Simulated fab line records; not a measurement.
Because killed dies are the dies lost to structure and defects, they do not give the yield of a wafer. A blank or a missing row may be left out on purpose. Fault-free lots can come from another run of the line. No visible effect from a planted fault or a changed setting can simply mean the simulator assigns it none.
fab line records | flow n5Finfet
[record] lots = 7 wafers = 21
route steps=1938 shown BEOL_M6@1219 BEOL_M7@1280 BEOL_M8@1377 BEOL_M10@1494
startH: the number of hours between the record's first day and the start of the first shown wafer of the lot | waitH: hours from the lot's prior step to this one | " the same as in the row above | L1.1+2: one row covering several wafers at once | - either no value or no given start | * or withheld: withheld | < > ~ a bound
route shown NAME@n: a module of which the file shows steps, and the number in the route of the first | usual: mean/standard deviation taken from wafers without a fault | same: alike in all rows | chamber/n: place in a boat | sites: per-site readings | _std_site: their standard deviation | _edge_site: outer sites' mean less inner sites' | radiusMm: how far each site lies from the wafer's centre | mask NAME#n: copy n | behind: the most recent tool/chamber to have shaped the wafer | hold: reason for holding the lot/hours on hold/outcome of the hold | device: the transistor (n, p or np) that didn't switch | end of line: the same wafers' tests at the end of the route | a step with no rows: only its recipe | killed: count of dies lost to structure and defects at first sort (not the wafer's yield) | map: per-die view of a wafer (x killed, . not killed, _ where there is no die)
set.NAME: setting as actually run; set.NAME@STEP: the setting as run at that earlier step | model.NAME: the simulator's own value behind a step, which no gauge read
lots with deliberately changed settings; one table per step, one row per wafer
[[steps]]
[step N5_BEOL_M6_COAT_64]
[recipe] resist = SiARC tempC = 220 timeS = 60 spinRpm = 1500 resistThkNm = 12
// columns lot.wafer tool chamber startH waitH set.spinRpm model.SiARC_of_BEOL_M6_COAT_64.thkNm
L074.2+6 lithoTrack-02 0 - - 1500 12
L074.3 " 0 " " 1640 11.4
L081.3+4 lithoTrack-04 0 - - 1500 12
L081.6 " 0 " " 1420 12.4
L084.1+3+4 lithoTrack-05 0 - - 1500 12
L087.1 lithoTrack-02 0 - - 1500 12
L087.2+5 " 0 " " 1411 12.4
L090.2+6 lithoTrack-02 0 - - 1628 11.4
L090.5 " 0 " " 1500 12
L093.2+3+4 lithoTrack-05 0 - - 1500 12
L091.1+6 lithoTrack-04 0 - - 1500 12
L091.3 " 0 " " 1424 12.4
[step N5_BEOL_M6_COAT_71]
[recipe] resist = underlayer tempC = 205 timeS = 60 spinRpm = 1500 resistThkNm = 5
[step N5_BEOL_M6_COAT_22]
[recipe] resist = CAR-EUV spinRpm = 1500 resistThkNm = 30
[step N5_BEOL_M6_DESCUM_33]
[recipe] chemistry = O2 timeS = 7 sourcePowerW = 50 biasPowerW = 20 pressureMtorr = 20 rfFrequencyHz = 2.712e+07 tempC = 40 resist = CAR-EUV o2FlowSccm = 225
[step N5_BEOL_M6_ETCH_72]
[recipe] chemistry = N2/H2 target = underlayer targetDepthA = 65 maskMaterial = CAR-EUV timeS = 5.2 ionEnergyEv = 200 pressureMtorr = 30 sourceW = 840 biasW = 150 n2FlowSccm = 200 h2FlowSccm = 200 ends = cleared
[step N5_BEOL_M6_ETCH_65]
[recipe] chemistry = CF4 target = SiARC targetDepthA = 156 maskMaterial = CAR-EUV timeS = 26 ionEnergyEv = 80 pressureMtorr = 40 sourceW = 545 biasW = 36 Ar_flow_sccm = 100 cf4FlowSccm = 100 ends = cleared
// columns lot.wafer tool chamber startH waitH set.spinRpm@BEOL_M6_COAT_64 model.etch.depthNm
L074.2 rieDiel-04 3 228.77 0.0 1500 12
L074.3 " 0 " " 1640 11.48
L074.6 " 1 " " 1500 12.01
L081.3 rieDiel-04 1 272.16 0.0 1500 11.99
L081.4 " 1 " " 1500 12
L081.6 " 0 " " 1420 12.3
L084.1 rieDiel-01 0 282.44 0.0 1500 12.09
L084.3 " 2 " " 1500 12.05
L084.4 " 1 " " 1500 12.02
L087.1 rieDiel-06 0 307.48 0.0 1500 11.97
L087.2 " 2 " " 1411 12.37
L087.5 " 3 " " 1411 12.33
L090.2 rieDiel-06 1 339.27 0.0 1628 11.48
L090.5 " 1 " " 1500 11.96
L090.6 " 0 " " 1628 11.47
L093.2 rieDiel-04 3 342.52 0.0 1500 11.98
L093.3 " 0 " " 1500 12.06
L093.4 " 2 " " 1500 12.03
L091.1 rieDiel-06 2 349.66 0.0 1500 11.96
L091.3 " 1 " " 1424 12.32
L091.6 " 2 " " 1500 12.02
[step N5_BEOL_M6_ETCH_66]
[recipe] chemistry = N2/H2 target = SOC targetDepthA = 800 overetchA = 160 maskMaterial = SiARC tempC = 40 timeS = 120 ionEnergyEv = 200 pressureMtorr = 30 sourceW = 840 biasW = 150 n2FlowSccm = 200 h2FlowSccm = 200
// columns lot.wafer tool chamber startH waitH set.spinRpm@BEOL_M6_COAT_63 model.etch.depthNm
L074.2 rieDiel-04 3 228.80 0.0 1500 59.93
L074.3 " 0 " " 1500 60.05
L074.6 " 1 " " 1500 60.03
L081.3 rieDiel-04 1 272.19 0.0 1500 60.32
L081.4 " 1 " " 1500 60.13
L081.6 " 0 " " 1500 60.39
L084.1 rieDiel-01 0 282.46 0.0 1500 60
L084.3 " 2 " " 1500 60.17
L084.4 " 1 " " 1500 60.02
L087.1 rieDiel-06 0 307.51 0.0 1500 60
L087.2 " 2 " " 1500 59.92
L087.5 " 3 " " 1500 59.96
L090.2 rieDiel-06 1 339.30 0.0 1602 58.21
L090.5 " 1 " " 1602 58.45
L090.6 " 0 " " 1500 60.35
L093.2 rieDiel-04 3 342.55 0.0 1500 59.95
L093.3 " 0 " " 1500 59.86
L093.4 " 2 " " 1500 59.77
L091.1 rieDiel-06 2 349.69 0.0 1666 57.18
L091.3 " 1 " " 1666 57.09
L091.6 " 2 " " 1500 60.03
[step N5_BEOL_M6_STRIP_69]
[recipe] chemistry = N2/H2 tempC = 40 n2FlowSccm = 200 h2FlowSccm = 200 rfFrequencyHz = 6e+07
[step N5_BEOL_M6_STRIP_73]
[recipe] chemistry = N2/H2 tempC = 40 n2FlowSccm = 200 h2FlowSccm = 200 rfFrequencyHz = 6e+07
[step N5_BEOL_M6_VIA_ETCH_34]
[recipe] chemistry = C4F6/O2 target = SiCOH_lowk targetDepthA = 1263 maskMaterial = SOC taperDeg = 4 timeS = 50.9 ionEnergyEv = 250 pressureMtorr = 30 sourceW = 345 biasW = 185 Ar_flow_sccm = 300 C4F6_flow_sccm = 10 O2_flow_sccm = 10
// columns lot.wafer tool chamber startH waitH set.spinRpm@BEOL_M6_COAT_63 model.SOC_of_BEOL_M6_COAT_63.thkNm
L074.2 rieDiel-04 3 228.90 0.0 1500 53.8
L074.3+6 " 0,1 " " 1500 54
L081.3+6 rieDiel-04 1,0 272.29 0.0 1500 54.2
L081.4 " 1 " " 1500 54
L084.1+3+4 rieDiel-01 0,2,1 282.56 0.0 1500 54
L087.1+5 rieDiel-06 0,3 307.61 0.0 1500 54
L087.2 " 2 " " 1500 53.8
L090.2 rieDiel-06 1 339.40 0.0 1602 52.2
L090.5 " 1 " " 1602 52.4
L090.6 " 0 " " 1500 54.4
L093.2+3 rieDiel-04 3,0 342.65 0.0 1500 53.8
L093.4 " 2 " " 1500 53.6
L091.1+3 rieDiel-06 2,1 349.79 0.0 1666 51
L091.6 " 2 " " 1500 53.8
[step N5_BEOL_M7_ETCH_61]
[recipe] chemistry = CF4 target = SiARC targetDepthA = 455 maskMaterial = CAR-ArF timeS = 75.8 ionEnergyEv = 80 pressureMtorr = 40 sourceW = 545 biasW = 36 Ar_flow_sccm = 100 cf4FlowSccm = 100 ends = cleared
[usual] etchRfOnTimeS = 75.7/1.2 rfVppV = 183.9/1.1
// columns lot.wafer tool chamber startH waitH set.sourceW etchRfOnTimeS rfVppV
L074.2 rieDiel-02 1 233.47 0.0 545 75.1 182.7
L074.3 " 2 " " 545 74.7 184.1
L074.6 " 0 " " 545 72.9 184.0
L081.3 rieDiel-03 3 277.29 0.0 601.5 71.1 178.0
L081.4 " 1 " " 601.5 69.4 178.5
L081.6 " 0 " " 545 75.4 186.4
L084.1 rieDiel-03 2 290.45 0.0 469.3 87.5 191.8
L084.3 " 3 " " 545 77.3 185.3
L084.4 " 1 " " 469.3 87.2 194.6
L087.1 rieDiel-05 0 312.51 0.0 545 78.3 183.7
L087.2 " 3 " " 545 74.5 185.0
L087.5 " 1 " " 545 75.7 184.3
L090.2 rieDiel-05 2 348.05 0.0 545 74.8 184.1
L090.5 " 1 " " 545 75.3 183.0
L090.6 " 0 " " 481.7 83.3 192.0
L093.2 rieDiel-05 2 349.50 0.0 545 75.0 184.5
L093.3 " 1 " " 545 75.6 184.3
L093.4 " 3 " " 545 75.4 183.7
L091.1 rieDiel-02 0 357.49 0.0 591 69.2 179.0
L091.3 " 2 " " 545 74.1 182.2
L091.6 " 0 " " 545 73.9 184.2
[step N5_BEOL_M7_ETCH_62]
[recipe] chemistry = N2/H2 target = SOC targetDepthA = 1100 overetchA = 220 maskMaterial = SiARC tempC = 40 timeS = 165 ionEnergyEv = 200 pressureMtorr = 30 sourceW = 840 biasW = 150 n2FlowSccm = 200 h2FlowSccm = 200
[usual] rfVppV = 523.0/2.4
// columns lot.wafer tool chamber startH waitH set.sourceW rfVppV
L074.2 rieDiel-02 1 233.52 0.0 959.8 498.2
L074.3 " 2 " " 959.8 498.7
L074.6 " 0 " " 840 525.6
L081.3 rieDiel-03 3 277.34 0.0 840 524.2
L081.4 " 1 " " 751.7 543.5
L081.6 " 0 " " 751.7 545.9
L084.1 rieDiel-03 2 290.50 0.0 840 521.3
L084.3 " 3 " " 840 527.6
L084.4 " 1 " " 840 521.5
L087.1 rieDiel-05 0 312.57 0.0 840 523.5
L087.2 " 3 " " 979.7 498.5
L087.5 " 1 " " 840 524.1
L090.2 rieDiel-05 2 348.10 0.0 775.9 535.2
L090.5 " 1 " " 840 523.7
L090.6 " 0 " " 840 522.7
L093.2 rieDiel-05 2 349.56 0.0 840 522.9
L093.3 " 1 " " 840 522.8
L093.4 " 3 " " 840 521.7
L091.1 rieDiel-02 0 357.54 0.0 840 523.2
L091.3 " 2 " " 840 521.1
L091.6 " 0 " " 840 525.2
[step N5_BEOL_M7_VIA_ETCH_34]
[recipe] chemistry = C4F6/O2 target = SiCOH_lowk targetDepthA = 1255 maskMaterial = SOC taperDeg = 4 timeS = 50.5 ionEnergyEv = 250 pressureMtorr = 30 sourceW = 345 biasW = 185 Ar_flow_sccm = 300 C4F6_flow_sccm = 10 O2_flow_sccm = 10
[usual] rfVppV = 665/5.8
// columns lot.wafer tool chamber startH waitH set.sourceW rfVppV
L074.2 rieDiel-03 3 234.63 0.0 345 669
L074.3 " 0 " " 345 668
L074.6 " 3 " " 291.1 731
L081.3 rieDiel-05 2 278.92 0.0 345 665
L081.4 " 0 " " 368.5 640
L081.6 " 1 " " 345 672
L084.1 rieDiel-05 0 291.65 0.0 345 664
L084.3 " 2 " " 373.9 640
L084.4 " 1 " " 345 672
L087.1 rieDiel-03 0 313.87 0.0 345 666
L087.2 " 2 " " 345 667
L087.5 " 3 " " 345 671
L090.2 rieDiel-05 0 351.63 0.0 405.5 610
L090.5 " 3 " " 405.5 618
L090.6 " 0 " " 405.5 612
L093.2 rieDiel-02 2 353.11 0.0 345 665
L093.3 " 3 " " 345 651
L093.4 " 2 " " 345 665
L091.1 rieDiel-05 0 360.41 0.0 345 663
L091.3 " 2 " " 321.3 691
L091.6 " 2 " " 345 666
[step N5_BEOL_M7_ETCH_41]
[recipe] chemistry = CH3F/O2 target = SiCN targetDepthA = 319 taperDeg = 2 timeS = 57.8 ionEnergyEv = 120 maskMaterial = TiN pressureMtorr = 30 sourceW = 395 biasW = 75 Ar_flow_sccm = 150 CH3F_flow_sccm = 30 O2_flow_sccm = 20
[usual] rfVppV = 297.0/1.5
// columns lot.wafer tool chamber startH waitH set.sourceW rfVppV
L074.2 rieDiel-03 3 - - 395 299.3
L074.3 " 0 " " 395 299.9
L074.6 " 3 " " 395 297.4
L081.3 rieDiel-05 2 - - 395 297.4
L081.4 " 0 " " 395 297.7
L081.6 " 1 " " 395 299.1
L084.1 rieDiel-05 0 - - 418.7 291.7
L084.3 " 2 " " 395 296.0
L084.4 " 1 " " 395 297.7
L087.1 rieDiel-03 0 - - 395 298.4
L087.2 " 2 " " 395 295.7
L087.5 " 3 " " 356.2 309.8
L090.2 rieDiel-05 0 - - 333.2 314.6
L090.5 " 3 " " 395 297.8
L090.6 " 0 " " 333.2 314.1
L093.2 rieDiel-02 2 - - 395 296.6
L093.3 " 3 " " 395 294.4
L093.4 " 2 " " 395 296.9
L091.1 rieDiel-05 0 - - 395 296.6
L091.3 " 2 " " 416.9 291.4
L091.6 " 2 " " 395 296.5
[step N5_BEOL_M8_TRENCH_ETCH_37]
[recipe] chemistry = C4F6/O2 targetDepthA = 934.78 target = SiCOH_lowk timeS = 31.2 ionEnergyEv = 250 pressureMtorr = 30 sourceW = 345 biasW = 185 Ar_flow_sccm = 300 C4F6_flow_sccm = 10 O2_flow_sccm = 10
// columns lot.wafer tool chamber startH waitH set.timeS model.etch.depthNm model.BEOL_M8.featureDepthNm
L074.2 rieDiel-01 3 - - 31.2 94.04 94
L074.3 " 1 " " 31.2 94.61 94.6
L074.6 " 3 " " 35.73 106.2 106.2
L081.3 rieDiel-06 3 - - 29.09 86.53 86.6
L081.4 " 2 " " 31.2 93.48 93.4
L081.6 " 3 " " 29.09 86.56 86.6
L084.1 rieDiel-01 0 - - 26.93 81.2 81.2
L084.3 " 3 " " 31.2 92.67 92.6
L084.4 " 1 " " 31.2 93.27 93.2
L087.1 rieDiel-01 3 - - 25.14 74.35 74.4
L087.2 " 1 " " 25.14 75.56 75.6
L087.5 " 2 " " 25.14 75.12 75.2
L090.2 rieDiel-06 0 - - 31.2 91.85 91.8
L090.5 " 1 " " 31.2 94.5 94.6
L090.6 " 2 " " 31.2 93.04 93
L093.2 rieDiel-06 1 - - 31.2 93.05 93
L093.3 " 2 " " 31.2 93.19 93.2
L093.4 " 0 " " 31.2 90.81 90.8
L091.1 rieDiel-06 1 - - 31.2 92.03 92
L091.3 " 2 " " 36.48 108.9 108.8
L091.6 " 1 " " 36.48 108 108
[step N5_BEOL_M8_ETCH_41]
[recipe] chemistry = CH3F/O2 target = SiCN targetDepthA = 319 taperDeg = 2 timeS = 57.8 ionEnergyEv = 120 maskMaterial = TiN pressureMtorr = 30 sourceW = 395 biasW = 75 Ar_flow_sccm = 150 CH3F_flow_sccm = 30 O2_flow_sccm = 20
[step N5_BEOL_M8_STRIP_80]
[recipe] chemistry = N2/H2 timeS = 10 powerW = 450 tempC = 40 pressureMtorr = 20 rfFrequencyHz = 6e+07 biasPowerW = 7 n2FlowSccm = 200 h2FlowSccm = 200
[step N5_BEOL_M8_OCD_MEAS_38]
[usual] trenchDepthNm = 93.0/0.99
// columns lot.wafer tool chamber startH waitH set.timeS@BEOL_M8_TRENCH_ETCH_37 trenchDepthNm
L074.2 ocd-02 - 241.52 - 31.2 94.1
L074.3 " - " " 31.2 94.8
L074.6 " - " " 35.73 106.4
L081.3 ocd-02 - 285.38 - 29.09 86.6
L081.4 " - " " 31.2 93.8
L081.6 " - " " 29.09 86.3
L084.1 ocd-01 - 302.39 - 26.93 81.2
L084.3 " - " " 31.2 92.7
L084.4 " - " " 31.2 93.2
L087.1 ocd-01 - 323.42 - 25.14 74.2
L087.2 " - " " 25.14 76.3
L087.5 " - " " 25.14 74.7
L090.2 ocd-02 - 360.64 - 31.2 91.5
L090.5 " - " " 31.2 94.8
L090.6 " - " " 31.2 92.9
L093.2 ocd-01 - 361.04 - 31.2 93.4
L093.3 " - " " 31.2 93.6
L093.4 " - " " 31.2 90.9
L091.1 ocd-01 - 368.55 - 31.2 92.4
L091.3 " - " " 36.48 109.0
L091.6 " - " " 36.48 108.1
[step N5_BEOL_M8_ALD_77]
[recipe] material = TaN targetThkA = 20 tempC = 275 aldPrecursorFamily = PDMAT aldCoReactant = NH3 pressureTorr = 3 carrierFlowSccm = 1500 pulseTimeS = 2 purgeTimeS = 3 coReactantPurgeTimeS = 2 coReactantPulseTimeS = 3 aldCycles = 40 precursorVesselTempC = 75 precursorVesselPressureTorr = 26.25 precursorVesselCarrierSccm = 1000
// columns lot.wafer tool chamber startH waitH set.aldCycles
L074.2 aldMetal-01 1 242.40 0.1 44
L074.3+6 " 2 " " 40
L081.3 aldMetal-01 2 286.73 0.0 34
L081.4+6 " 3,2 " " 40
L084.1 aldMetal-03 0 303.50 0.0 40
L084.3+4 " 1,3 " " 42
L087.1+2 aldMetal-02 3,0 324.34 0.1 37
L087.5 " 1 " " 40
L090.2+5+6 aldMetal-03 3,3,0 361.31 0.0 40
L093.2+3+4 aldMetal-03 2,1,3 361.68 0.0 40
L091.1+3 aldMetal-02 3,0 369.26 0.1 40
L091.6 " 1 " " 46
[step N5_BEOL_M8_SURFACE_TREAT_79]
[recipe] gas = Ar timeS = * ionEnergyEv = * ionCurrentMaCm2 = 0.5 pressureMtorr = * arFlowSccm = 30
[step N5_BEOL_M8_CVD_78]
[recipe] material = Co targetThkA = 20 tempC = withheld precursor = CCTBA/H2 pressureTorr = 30 timeS = 142.3
[step N5_BEOL_M8_ECD_50]
[recipe] material = Cu targetThkA = 3000
[step N5_BEOL_M8_ANNEAL_51]
[recipe] tempC = 225 timeS = 90 ambient = N2
[step N5_BEOL_M8_CMP_52]
[recipe] stopOn = SiCOH_lowk tOverpolishS = 6.9 downForcePsi = 1 platenRpm = 50 clearingPlatenDownForcePsi = 1.5 clearingPlatenRpm = 50 postCmpClean = cuAlkaline targetThkNm = 80 clearingPlatenPadVelocityMS = 0.99484 padVelocityMS = 0.99484
// columns lot.wafer tool chamber startH waitH set.timeS@BEOL_M8_TRENCH_ETCH_37 model.Cu_of_BEOL_M8_ECD_50.thkNm
L074.2 cmp-02 3 244.82 0.2 31.2 81.2
L074.3 " 2 " " 31.2 80.6
L074.6 " 0 " " 35.73 92
L081.4 cmp-02 1 287.85 0.1 31.2 78.4
L081.3 " 0 " " 29.09 75.2
L081.6 " 2 " " 29.09 73
L084.1 cmp-04 3 305.36 0.3 26.93 67
L084.4 " 0 " " 31.2 81.4
L084.3 " 1 " " 31.2 80
L087.1 cmp-02 0 327.21 0.3 25.14 62.2
L087.2 " 1 " " 25.14 62.4
L087.5 " 0 " " 25.14 63
L090.2 cmp-04 2 363.05 0.3 31.2 76.6
L090.6 " 3 " " 31.2 78
L090.5 " 0 " " 31.2 80
L093.3 cmp-01 0 363.70 0.3 31.2 80.4
L093.4 " 1 " " 31.2 76
L093.2 " 2 " " 31.2 78.8
L091.1 cmp-04 2 372.12 0.3 31.2 76.4
L091.3 " 3 " " 36.48 93.8
L091.6 " 2 " " 36.48 93
[step N5_BEOL_M8_THK_MEAS_53]
[recipe] thkMeasGauge = xrf reads = Cu_of_BEOL_M8_ECD_50
[usual] M8_THK = 79.8/1.7
// columns lot.wafer tool chamber startH waitH set.timeS@BEOL_M8_TRENCH_ETCH_37 M8_THK[nm]
L074.2 filmMetro-01 - 245.12 - 31.2 81.5
L074.3 " - " " 31.2 80.8
L074.6 " - " " 35.73 92.7
L081.3 filmMetro-02 - 288.15 - 29.09 75.6
L081.4 " - " " 31.2 78.7
L081.6 " - " " 29.09 73.1
L084.1 filmMetro-02 - 305.62 - 26.93 68.2
L084.3 " - " " 31.2 81.0
L084.4 " - " " 31.2 82.5
L087.1 filmMetro-01 - 327.51 - 25.14 62.5
L087.2 " - " " 25.14 62.7
L087.5 " - " " 25.14 63.6
L090.2 filmMetro-01 - 363.24 - 31.2 76.7
L090.5 " - " " 31.2 79.5
L090.6 " - " " 31.2 77.9
L093.2 filmMetro-01 - 363.96 - 31.2 78.6
L093.3 " - " " 31.2 80.3
L093.4 " - " " 31.2 76.0
L091.1 filmMetro-01 - 372.41 - 31.2 76.8
L091.3 " - " " 36.48 93.9
L091.6 " - " " 36.48 93.8
[step N5_BEOL_M8_PRE_CLEAN_55]
[recipe] gas = NH3 timeS = 15 tempC = withheld rfPowerW = 300
[step N5_BEOL_M8_DEP_56]
[recipe] material = SiCN targetThkA = 100 tempC = withheld precursor = 3MS/NH3 pressureTorr = 3 rfW = 202 timeS = 17.5
[step N5_BEOL_M8_RS_MEAS_57]
[recipe] thkMeasGauge = four-point-probe reads = Cu_of_BEOL_M8_ECD_50+Co_of_BEOL_M8_CVD_78+TaN_of_BEOL_M8_ALD_77
[usual] M8_RS = 0.289/0.0064
// columns lot.wafer tool chamber startH waitH set.timeS@BEOL_M8_TRENCH_ETCH_37 M8_RS[ohm/sq]
L074.2 filmMetro-02 - 245.25 0.1 31.2 0.281
L074.3 " - " " 31.2 0.284
L074.6 " - " " 35.73 0.243
L081.3 filmMetro-01 - 288.28 0.1 29.09 0.308
L081.4 " - " " 31.2 0.292
L081.6 " - " " 29.09 0.318
L084.1 filmMetro-01 - 305.75 0.1 26.93 0.353
L084.3 " - " " 31.2 0.286
L084.4 " - " " 31.2 0.280
L087.1 filmMetro-01 - 327.64 0.1 25.14 0.386
L087.2 " - " " 25.14 0.384
L087.5 " - " " 25.14 0.380
L090.2 filmMetro-02 - 363.37 0.1 31.2 0.301
L090.5 " - " " 31.2 0.287
L090.6 " - " " 31.2 0.294
L093.2 filmMetro-01 - 364.09 0.1 31.2 0.291
L093.3 " - " " 31.2 0.284
L093.4 " - " " 31.2 0.303
L091.1 filmMetro-02 - 372.56 0.1 31.2 0.301
L091.3 " - " " 36.48 0.238
L091.6 " - " " 36.48 0.240
[step N5_BEOL_M10_COAT_63]
[recipe] resist = SOC tempC = 250 timeS = 60 spinRpm = 1500 resistThkNm = 100
// columns lot.wafer tool chamber startH waitH set.spinRpm model.SOC_of_BEOL_M10_COAT_63.thkNm
L074.2+3 lithoTrack-02 0 262.03 0.2 1577 97.2
L074.6 " 0 " " 1500 100
L081.3 lithoTrack-02 0 301.73 3.4 1555 98.2
L081.4 " 0 " " 1555 98.4
L081.6 " 0 " " 1555 98.6
L084.1+3+4 lithoTrack-01 0 315.59 0.0 1500 100
L087.1 lithoTrack-02 0 344.19 0.2 1500 100.4
L087.2 " 0 " " 1500 99.8
L087.5 " 0 " " 1500 100
L090.2 lithoTrack-02 0 373.83 0.0 1500 100
L090.5+6 " 0 " " 1582 97.2
L093.2+3 lithoTrack-02 0 377.80 1.9 1500 99.8
L093.4 " 0 " " 1500 100
L091.1+6 lithoTrack-02 0 388.24 1.1 1648 95
L091.3 " 0 " " 1500 100
[[key]]
[split] step = N5_BEOL_M6_COAT_64 setting = spinRpm stated = 1500 by = wafer
[response] step = N5_BEOL_M6_COAT_64 reading = model.SiARC_of_BEOL_M6_COAT_64.thkNm change = -0.0692 per = 1% r = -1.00
[response] step = N5_BEOL_M6_ETCH_65 reading = model.etch.depthNm change = -0.0586 per = 1% r = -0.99
[split] step = N5_BEOL_M7_ETCH_61 setting = sourceW stated = 545 by = wafer
[response] step = N5_BEOL_M7_ETCH_61 reading = etchRfOnTimeS change = * per = 1% r = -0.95
[response] step = N5_BEOL_M7_ETCH_61 reading = rfVppV change = -0.648 per = 1% r = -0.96
[split] step = N5_BEOL_M7_ETCH_62 setting = sourceW stated = 840 by = wafer
[response] step = N5_BEOL_M7_ETCH_62 reading = rfVppV change = -1.72 per = 1% r = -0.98
[split] step = N5_BEOL_M7_VIA_ETCH_34 setting = sourceW stated = 345 by = wafer
[response] step = N5_BEOL_M7_VIA_ETCH_34 reading = rfVppV change = -3.88 per = 1% r = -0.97
[split] step = N5_BEOL_M7_ETCH_41 setting = sourceW stated = 395 by = wafer
[response] step = N5_BEOL_M7_ETCH_41 reading = rfVppV change = -1.09 per = 1% r = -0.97
[split] step = N5_BEOL_M8_TRENCH_ETCH_37 setting = timeS stated = 31.2 by = wafer
[response] step = N5_BEOL_M8_TRENCH_ETCH_37 reading = model.etch.depthNm change = +0.9 per = 1% r = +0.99
[response] step = N5_BEOL_M8_TRENCH_ETCH_37 reading = model.BEOL_M8.featureDepthNm change = +0.899 per = 1% r = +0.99
[response] step = N5_BEOL_M8_OCD_MEAS_38 reading = trenchDepthNm change = +0.899 per = 1% r = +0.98
[response] step = N5_BEOL_M8_CMP_52 reading = model.Cu_of_BEOL_M8_ECD_50.thkNm change = +0.911 per = 1% r = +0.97
[response] step = N5_BEOL_M8_THK_MEAS_53 reading = M8_THK change = +0.921 per = 1% r = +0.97
[response] step = N5_BEOL_M8_RS_MEAS_57 reading = M8_RS change = -0.00373 per = 1% r = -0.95
[split] step = N5_BEOL_M8_ALD_77 setting = aldCycles stated = 40 by = wafer
response none clear
[split] step = N5_BEOL_M10_COAT_63 setting = spinRpm stated = 1500 by = wafer
[response] step = N5_BEOL_M10_COAT_63 reading = model.SOC_of_BEOL_M10_COAT_63.thkNm change = -0.514 per = 1% r = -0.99
split outsideThisFile step=N5_BEOL_M6_COAT_63 setting=spinRpm
// split outsideThisFile: this setting was split too, and the file shows its column; the key of that split is in another file
